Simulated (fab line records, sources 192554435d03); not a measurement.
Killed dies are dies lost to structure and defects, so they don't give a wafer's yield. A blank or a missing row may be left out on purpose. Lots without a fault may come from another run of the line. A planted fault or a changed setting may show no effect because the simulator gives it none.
fab line records | flow n5_finfet
record lots=6 wafers=18 last_day=18
route steps=1938 shown BEOL_M9@1454 PASSIVATION@1936
lots that met no fault: from a run of the same line without faults
start_h: hours from the record's first day to the start of the lot's first wafer shown | wait_h: hours since the lot's step before | " the same as in the row above | L1.1+2: a row that stands for several wafers | - no value, or no start given | * or withheld: withheld | < > ~ a bound
route shown NAME@n: a module of which the file shows steps, and the number in the route of the first | usual: mean/standard deviation of fault-free wafers | same: alike in all rows | chamber/n: place in a boat | sites: the reading at each site | _std_site: their standard deviation | _edge_site: outer sites' mean less inner sites' | radius_mm: how far each site lies from the wafer's centre | mask NAME#n: copy n | behind: the tool/chamber that last shaped the wafer | hold: why the lot was held/for how many hours/how that ended | device: the transistor (n, p or np) that didn't switch | end of line: the same wafers' tests at the end of the route | a step without rows: its recipe alone | killed: dies lost to structure and defects at the first sort, not the wafer's yield | map: a wafer's dies, x killed, . not, _ none there
set.NAME: the setting as run; set.NAME@STEP: as run at that earlier step | model.NAME: the simulator's own value behind a step, which no gauge read
lots at some steps of the route; a table a step, a row a wafer
services: from which hour (start_h, from the record's first day; less than 0 if before it) a tool's chamber was out of use, for how many hours, and why
## steps
# step N5_BEOL_M9_CD_MEAS_35
# recipe target_cd_nm=70 target_cd_y_nm=40 polarity=opening
# usual cd_nm=70.0/0.63
# columns lot.wafer tool chamber start_h wait_h cd_nm
L637.2 cd_sem-03 - 264.04 0.0 70.3
L637.4 " - " " 69.4
L637.5 " - " " 70.3
L638.2 cd_sem-02 - 292.02 0.0 69.7
L638.3 " - " " 70.3
L638.6 " - " " 69.6
L643.1 cd_sem-03 - 299.22 0.0 68.4
L643.2 " - " " 69.2
L643.4 " - " " 69.4
L652.1 cd_sem-02 - 342.96 0.0 70.2
L652.3 " - " " 70.2
L652.5 " - " " 70.2
L653.1 cd_sem-02 - 347.48 0.0 69.8
L653.4 " - " " 70.4
L653.5 " - " " 70.3
L657.1 cd_sem-03 - 372.99 0.0 70.9
L657.4 " - " " 69.9
L657.5 " - " " 70.6
# step N5_BEOL_M9_CURE_72
# recipe temp_c=370 time_s=120 ambient=DMADMS/He material=SiCOH_lowk
# usual lamp_power_pct=52.32/0.059 wafer_temp_C_max=371.9/0.55
# columns lot.wafer tool chamber start_h wait_h lamp_power_pct wafer_temp_C_max
L637.2 uv_cure-03 0 264.42 0.4 52.25 371.3
L637.4 " 0 " " 52.30 371.3
L637.5 " 0 " " 52.28 371.2
L638.2 uv_cure-03 2 292.11 0.1 52.27 371.6
L638.3 " 2 " " 52.29 372.0
L638.6 " 2 " " 52.24 372.0
L643.1 uv_cure-01 2 299.26 0.0 52.31 371.5
L643.2 " 2 " " 52.27 371.7
L643.4 " 2 " " 52.26 371.5
L652.1 uv_cure-03 1 343.14 0.2 52.36 372.3
L652.3 " 1 " " 52.29 373.1
L652.5 " 1 " " 52.29 372.6
L653.1 uv_cure-02 2 347.52 0.0 52.30 371.8
L653.4 " 2 " " 52.25 371.7
L653.5 " 2 " " 52.39 372.1
L657.1 uv_cure-01 0 373.03 0.0 52.25 372.3
L657.4 " 0 " " 52.34 372.1
L657.5 " 0 " " 52.31 371.6
# step N5_BEOL_M9_DEGAS_44
# recipe ambient=vacuum temp_c=250 time_s=60
# usual heater_power_w=338/30
# columns lot.wafer tool chamber start_h wait_h heater_power_w
L637.2 pvd_sputter-03 - 264.73 0.3 341
L637.4 " - " " 394
L637.5 " - " " 339
L638.2 pvd_sputter-02 - 292.65 0.5 341
L638.3 " - " " 304
L638.6 " - " " 327
L643.1 pvd_sputter-03 - 299.65 0.3 390
L643.2 " - " " 377
L643.4 " - " " 321
L652.1 pvd_sputter-02 - 343.49 0.3 349
L652.3 " - " " 331
L652.5 " - " " 326
L653.1 pvd_sputter-03 - 348.16 0.6 382
L653.4 " - " " 340
L653.5 " - " " 337
L657.1 pvd_sputter-02 - 373.42 0.3 300
L657.4 " - " " 318
L657.5 " - " " 336
# step N5_BEOL_M9_PRE_CLEAN_45
# recipe gas=H2/He time_s=30 temp_c=250
# step N5_BEOL_M9_ALD_74
# recipe material=TaN target_thk_a=20 temp_c=275 ald_precursor_family=PDMAT ald_co_reactant=NH3 pressure_torr=3 carrier_flow_sccm=1500 pulse_time_s=2 purge_time_s=3 co_reactant_purge_time_s=2 co_reactant_pulse_time_s=3 ald_cycles=40 precursor_vessel_temp_c=75 precursor_vessel_pressure_torr=26.25 precursor_vessel_carrier_sccm=1000
# usual heater_power_w=419/31 mfc_carrier_sccm=1500/3.8
# same ald_cycles=40
# columns lot.wafer tool chamber start_h wait_h heater_power_w mfc_carrier_sccm
L637.2 ald_metal-02 1 264.83 0.0 391 1496
L637.4 " 0 " " 427 1493
L637.5 " 3 " " 415 1507
L638.2 ald_metal-01 2 292.76 0.0 357 1502
L638.3 " 3 " " 425 1495
L638.6 " 2 " " 348 1502
L643.1 ald_metal-02 1 299.77 0.1 379 1497
L643.2 " 0 " " 415 1500
L643.4 " 2 " " 426 1502
L652.1 ald_metal-01 3 343.64 0.1 425 1492
L652.3 " 1 " " 448 1498
L652.5 " 3 " " 437 1490
L653.1 ald_metal-04 0 348.26 0.0 397 1503
L653.4 " 3 " " 445 1499
L653.5 " 0 " " 396 1506
L657.1 ald_metal-02 3 373.53 0.0 397 1501
L657.4 " 0 " " 392 1493
L657.5 " 0 " " 405 1493
# step N5_BEOL_M9_SURFACE_TREAT_79
# recipe gas=Ar time_s=* ion_energy_ev=* ion_current_ma_cm2=0.5 pressure_mtorr=* ar_flow_sccm=30
# usual throttle_valve_pct=*
# columns lot.wafer tool chamber start_h wait_h throttle_valve_pct
L637.2 pvd_sputter-01 - 265.13 0.2 *
L637.4 " - " " *
L637.5 " - " " *
L638.2 pvd_sputter-02 - 293.07 0.2 *
L638.3 " - " " *
L638.6 " - " " *
L643.1 pvd_sputter-02 - 300.05 0.2 *
L643.2 " - " " *
L643.4 " - " " *
L652.1 pvd_sputter-02 - 343.93 0.2 *
L652.3 " - " " *
L652.5 " - " " *
L653.1 pvd_sputter-02 - 348.88 0.5 *
L653.4 " - " " *
L653.5 " - " " *
L657.1 pvd_sputter-02 - 373.82 0.2 *
L657.4 " - " " *
L657.5 " - " " *
# step N5_BEOL_M9_CVD_78
# recipe material=Co target_thk_a=20 temp_c=withheld precursor=CCTBA/H2 pressure_torr=30 time_s=138.9
# step N5_BEOL_M9_SPUTTER_48
# recipe material=Cu target_thk_a=120 temp_c=-20 bias_v=60 power_w=26000 chamber_pressure_pa=0.13 time_s=2
# step N5_BEOL_M9_ECD_50
# recipe material=Cu target_thk_a=3180
# step N5_BEOL_M9_ANNEAL_51
# recipe temp_c=225 time_s=90 ambient=N2
# step N5_BEOL_M9_CMP_52
# recipe stop_on=SiCOH_lowk t_overpolish_s=7 down_force_psi=1 platen_rpm=50 clearing_platen_down_force_psi=1.5 clearing_platen_rpm=50 post_cmp_clean=cu_alkaline target_thk_nm=140 clearing_platen_pad_velocity_m_s=0.99484 pad_velocity_m_s=0.99484
# step N5_BEOL_M9_THK_MEAS_53
# recipe thk_meas_gauge=xrf reads=Cu_of_BEOL_M9_ECD_50
# usual M9_THK=138/3.6
# columns lot.wafer tool chamber start_h wait_h M9_THK[nm]
L637.2 film_metro-01 - 266.88 - 137
L637.4 " - " " 142
L637.5 " - " " 135
L638.2 film_metro-01 - 294.20 - 136
L638.3 " - " " 134
L638.6 " - " " 140
L643.1 film_metro-01 - 301.15 - 134
L643.2 " - " " 131
L643.4 " - " " 138
L652.1 film_metro-01 - 345.12 - 143
L652.3 " - " " 142
L652.5 " - " " 144
L653.1 film_metro-02 - 350.22 - 138
L653.4 " - " " 139
L653.5 " - " " 130
L657.1 film_metro-01 - 374.88 - 138
L657.4 " - " " 135
L657.5 " - " " 135
# step N5_BEOL_M9_PRE_CLEAN_55
# recipe gas=NH3 time_s=15 temp_c=withheld rf_power_w=300
# usual rf_fwd_power_W=295.3/1.3
# columns lot.wafer tool chamber start_h wait_h rf_fwd_power_W
L637.2 pecvd-03 2 266.91 0.0 297.4
L637.4 " 1 " " 294.9
L637.5 " 2 " " 297.0
L638.2 pecvd-01 0 294.23 0.0 296.3
L638.3 " 1 " " 296.6
L638.6 " 0 " " 295.2
L643.1 pecvd-02 0 301.19 0.0 292.7
L643.2 " 2 " " 296.1
L643.4 " 2 " " 296.4
L652.1 pecvd-01 1 345.16 0.0 297.0
L652.3 " 2 " " 281.4
L652.5 " 0 " " 294.7
L653.1 pecvd-01 2 350.25 0.0 281.0
L653.4 " 2 " " 280.7
L653.5 " 1 " " 295.4
L657.1 pecvd-03 2 374.92 0.0 295.9
L657.4 " 0 " " 294.4
L657.5 " 1 " " 295.6
# step N5_BEOL_M9_DEP_56
# recipe material=SiCN target_thk_a=150 temp_c=withheld precursor=3MS/NH3 pressure_torr=3 rf_w=202 time_s=26.5
# usual rf_fwd_power_W=200.1/0.78 showerhead_plenum_p_Torr=3.659/0.014 throttle_valve_pct=9.0/0.35
# columns lot.wafer tool chamber start_h wait_h rf_fwd_power_W showerhead_plenum_p_Torr throttle_valve_pct
L637.2 pecvd-03 2 266.94 0.0 200.6 3.676 8.6
L637.4 " 1 " " 199.5 3.667 9.3
L637.5 " 2 " " 201.0 3.679 8.7
L638.2 pecvd-01 0 294.26 0.0 200.4 3.638 9.3
L638.3 " 1 " " 200.5 3.660 9.3
L638.6 " 0 " " 199.6 3.644 9.0
L643.1 pecvd-02 0 301.22 0.0 200.7 3.675 9.1
L643.2 " 2 " " 201.2 3.682 8.9
L643.4 " 2 " " 201.5 3.684 9.0
L652.1 pecvd-01 1 345.18 0.0 201.1 3.657 9.3
L652.3 " 2 " " 198.8 3.647 8.5
L652.5 " 0 " " 199.6 3.648 9.1
L653.1 pecvd-01 2 350.28 0.0 198.7 3.654 8.7
L653.4 " 2 " " 199.0 3.650 8.7
L653.5 " 1 " " 200.6 3.653 9.6
L657.1 pecvd-03 2 374.95 0.0 200.6 3.685 8.8
L657.4 " 0 " " 200.7 3.650 8.9
L657.5 " 1 " " 199.6 3.662 9.5
# step N5_PASSIVATION_PROBE_49
# usual defect_limited_yield=91.2/1.6 killed_at_M0_to_M3=35/11 killed_at_M4_up=14/5.4 killed_at_contacts=13/6 killed_at_front_end=38/11 killed_at_other=3.4/2.6 killed_dies=104/19 killed_open=68/13 killed_short=34/8.5 sort_bin_5_function=5.1/1 sort_bin_6_memory=3.3/0.72 sort_bin_8_speed=0.1/0.9 sort_n_pass=1075/22 sort_yield_pct=91.1/1.9
# same gross_dies=1180 killed_at_back_side=0 sort_bin_4_leakage[%]=0
# columns lot.wafer tool chamber start_h wait_h defect_limited_yield[%] killed_at_M0_to_M3 killed_at_M4_up killed_at_contacts killed_at_front_end killed_at_other killed_dies killed_open killed_short sort_bin_5_function[%] sort_bin_6_memory[%] sort_bin_8_speed[%] sort_n_pass sort_yield_pct[%]
L637.2 prober-02 - 332.86 0.1 90.9 54 9 9 34 1 107 73 34 4.7 4.2 0 1073 90.9
L637.4 prober-02 - 332.96 0.2 93.4 33 10 5 28 2 78 52 24 3.3 3.1 0 1102 93.4
L637.5 prober-02 - 333.01 0.2 90.7 44 8 21 36 1 110 77 31 5.1 3.9 0 1070 90.7
L643.2 prober-02 - 362.64 0.1 90.3 46 11 4 50 3 114 66 48 5.2 3.8 0 1066 90.3
L643.4 prober-02 - 362.74 0.2 90.6 48 14 8 34 7 111 66 43 5.4 3.4 0 1069 90.6
L652.1 prober-02 - 408.28 0.0 92.6 40 3 12 28 4 87 61 26 3.8 3.1 0 1093 92.6
L652.3 prober-02 - 408.38 0.1 91.0 26 13 22 42 3 106 70 36 4.8 3.7 0 1074 91.0
L652.5 prober-02 - 408.48 0.2 91.6 34 5 10 48 2 99 68 31 4.7 3.4 0 1081 91.6
L653.1 prober-01 - 414.89 0.0 88.4 28 31 12 60 6 137 84 38 6.8 3.4 0 1043 88.4
L653.4 prober-01 - 415.04 0.2 88.0 46 32 6 56 2 142 96 46 6.3 5.4 0 1038 88.0
L653.5 prober-01 - 415.09 0.2 85.9 57 24 9 68 8 166 92 68 8.5 4.7 0 1014 85.9
L657.1 prober-02 - 435.97 0.0 91.9 31 20 23 20 1 95 64 26 3.7 3.8 0 1085 91.9
L657.4 prober-02 - 436.12 0.2 94.0 24 10 16 18 3 71 50 21 3.8 1.9 0 1109 94.0
L657.5 prober-02 - 436.17 0.2 93.3 24 18 12 22 3 79 53 23 3.6 3.1 0 1101 93.3
# killed by level:class
L637.2 BEOL_M1:geometric_particle:open=15 FIN_SAQP:geometric_particle:open=8 DUMMY_GATE:geometric_particle:open=7 MOL_CONTACT_COAG:geometric_particle:open=7 BEOL_M0_SAQP:geometric_particle:open=7 BEOL_M0_SAQP:geometric_particle:short=7 BEOL_M3:geometric_particle:open=7 BEOL_M4:geometric_particle:open=6
L637.4 BEOL_M0_SAQP:geometric_particle:open=12 BEOL_M0_SAQP:geometric_particle:short=9 BEOL_M2:geometric_particle:open=7 FIN_SAQP:geometric_particle:short=6 DUMMY_GATE:geometric_particle:open=6 MOL_CONTACT_COAG:geometric_particle:open=5 FIN_SAQP:geometric_particle:open=4 STI_FIN_REVEAL:geometric_particle:open=4
L637.5 MOL_CONTACT_COAG:geometric_particle:open=17 BEOL_M2:geometric_particle:open=11 BEOL_M0_SAQP:geometric_particle:short=9 BEOL_M0_SAQP:geometric_particle:open=9 BEOL_M1:geometric_particle:open=8 DUMMY_GATE:geometric_particle:open=7 FIN_SAQP:geometric_particle:open=5 DUMMY_GATE:geometric_particle:short=4
L643.2 BEOL_M0_SAQP:geometric_particle:short=17 BEOL_M0_SAQP:geometric_particle:open=15 FIN_SAQP:geometric_particle:open=13 STI_FIN_REVEAL:geometric_particle:open=11 FIN_SAQP:geometric_particle:short=8 BEOL_M4:geometric_particle:open=8 STARTING-WAFER:geometric_particle:short=7 BEOL_M3:geometric_particle:short=6
L643.4 BEOL_M0_SAQP:geometric_particle:short=18 BEOL_M0_SAQP:geometric_particle:open=10 FIN_SAQP:geometric_particle:open=9 BEOL_M4:geometric_particle:open=8 MOL_CONTACT_COAG:geometric_particle:open=7 FIN_SAQP:geometric_particle:short=5 STI_FIN_REVEAL:geometric_particle:open=5 BEOL_M2:geometric_particle:open=5
L652.1 STI_FIN_REVEAL:geometric_particle:open=11 BEOL_M3:geometric_particle:open=11 MOL_CONTACT_COAG:geometric_particle:open=9 BEOL_M0_SAQP:geometric_particle:short=9 BEOL_M0_SAQP:geometric_particle:open=8 ILD0:geometric_particle:open=4 MOL_CONTACT_COAG:geometric_particle:short=3 BEOL_M1:geometric_particle:open=3
L652.3 MOL_CONTACT_COAG:geometric_particle:open=14 FIN_SAQP:geometric_particle:open=13 BEOL_M2:geometric_particle:open=10 MOL_CONTACT_COAG:geometric_particle:short=8 FIN_SAQP:geometric_particle:short=7 STI_FIN_REVEAL:geometric_particle:open=6 BEOL_M4:geometric_particle:open=4 STARTING-WAFER:geometric_particle:open=4
L652.5 BEOL_M2:geometric_particle:open=15 STI_FIN_REVEAL:geometric_particle:open=13 GATE_CUT:geometric_particle:short=7 MOL_CONTACT_COAG:geometric_particle:open=7 FIN_SAQP:geometric_particle:open=5 BEOL_M0_SAQP:geometric_particle:open=5 FIN_SAQP:geometric_particle:short=4 STI_FIN_REVEAL:geometric_particle:short=4
L653.1 BEOL_M4:geometric_particle:open=16 HKMG_FIN:area_etch=15 STI_FIN_REVEAL:geometric_particle:open=10 BEOL_M1:geometric_particle:open=9 FIN_SAQP:geometric_particle:open=8 MOL_CONTACT_COAG:geometric_particle:open=8 BEOL_M0_SAQP:geometric_particle:short=6 BEOL_M0_SAQP:geometric_particle:open=6
L653.4 BEOL_M4:geometric_particle:open=17 BEOL_M0_SAQP:geometric_particle:short=17 FIN_SAQP:geometric_particle:open=14 FIN_SAQP:geometric_particle:short=14 STI_FIN_REVEAL:geometric_particle:open=9 BEOL_M0_SAQP:geometric_particle:open=9 BEOL_M2:geometric_particle:open=8 STARTING-WAFER:geometric_particle:open=5
L653.5 BEOL_M0_SAQP:geometric_particle:short=23 FIN_SAQP:geometric_particle:open=16 FIN_SAQP:geometric_particle:short=14 BEOL_M0_SAQP:geometric_particle:open=13 BEOL_M4:geometric_particle:open=11 STI_FIN_REVEAL:geometric_particle:open=10 BEOL_M0:geometric_particle:open=9 MOL_CONTACT_COAG:geometric_particle:open=7
L657.1 MOL_CONTACT_COAG:geometric_particle:open=17 BEOL_M4:geometric_particle:open=11 BEOL_M0_SAQP:geometric_particle:open=10 BEOL_M2:geometric_particle:open=8 MOL_CONTACT_COAG:geometric_particle:short=6 BEOL_M0_SAQP:geometric_particle:short=6 DUMMY_GATE:geometric_particle:open=4 HKMG_FIN:area_etch=4
L657.4 MOL_CONTACT_COAG:geometric_particle:open=14 BEOL_M0_SAQP:geometric_particle:short=9 GATE_CUT:geometric_particle:short=4 BEOL_M0:geometric_particle:open=4 BEOL_M4:geometric_particle:open=4 DUMMY_GATE:geometric_particle:open=3 SPACER0:geometric_particle:open=3 BEOL_M1:geometric_particle:open=3
L657.5 BEOL_M2:geometric_particle:open=12 MOL_CONTACT_COAG:geometric_particle:open=9 BEOL_M5:geometric_particle:open=6 BEOL_M4:geometric_particle:open=5 STI_FIN_REVEAL:geometric_particle:open=4 MOL_CONTACT_COAG:geometric_particle:short=3 BEOL_M0:geometric_particle:open=3 STARTING-WAFER:geometric_particle:short=3
## services
# columns tool chamber start_h hours kind
pecvd-03 2 241.42 8.2 repair
ald_metal-02 2 246.00 30.5 repair
ald_metal-04 - 284.19 6.0 pm
ald_metal-02 1 292.96 3.3 repair
pecvd-02 1 295.80 5.9 repair
pecvd-03 2 302.47 2.1 scheduled_down
pecvd-03 0 306.33 5.5 scheduled_down
ald_metal-04 - 307.40 8.7 pm
uv_cure-02 - 316.90 6.8 repair
ald_metal-04 - 318.94 2.8 pm
uv_cure-01 - 324.70 12.8 repair
uv_cure-03 - 325.06 2.2 repair
uv_cure-02 - 332.43 1.0 pm
ald_metal-02 - 337.34 14.0 pm
ald_metal-02 0 337.34 17.5 vent_cycle
ald_metal-02 1 337.34 14.0 vent_cycle
ald_metal-02 2 337.34 14.0 vent_cycle
ald_metal-02 3 337.34 14.0 vent_cycle
ald_metal-02 1 351.34 - clean
ald_metal-02 2 351.34 - clean
pecvd-03 - 352.80 0.8 pm
pvd_sputter-01 - 352.83 2.6 repair
ald_metal-04 0 358.43 3.5 repair
ald_metal-02 - 371.94 0.9 repair
## key
first_sign step=N5_BEOL_M9_PRE_CLEAN_55 reading=rf_fwd_power_W direction=down sigmas=11 usual=* struck=*
effect none on later readings
met_at N5_BEOL_M9_PRE_CLEAN_55
struck_wafers L652.3,L653.1,L653.4
baseline_loss step=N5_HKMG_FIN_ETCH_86 wafers=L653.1
fault kind=process_parameter_drift tool=pecvd-01 chamber=2 onset_h=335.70 steps=N5_BEOL_M9_PRE_CLEAN_55 channel=rf_power_w offset=* shape=step end_h=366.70 acts_in=* stated=*
# baseline_loss: these wafers lose ten dies or more at that step, a loss of the line's own and not of a fault; the sort's usual values leave them out
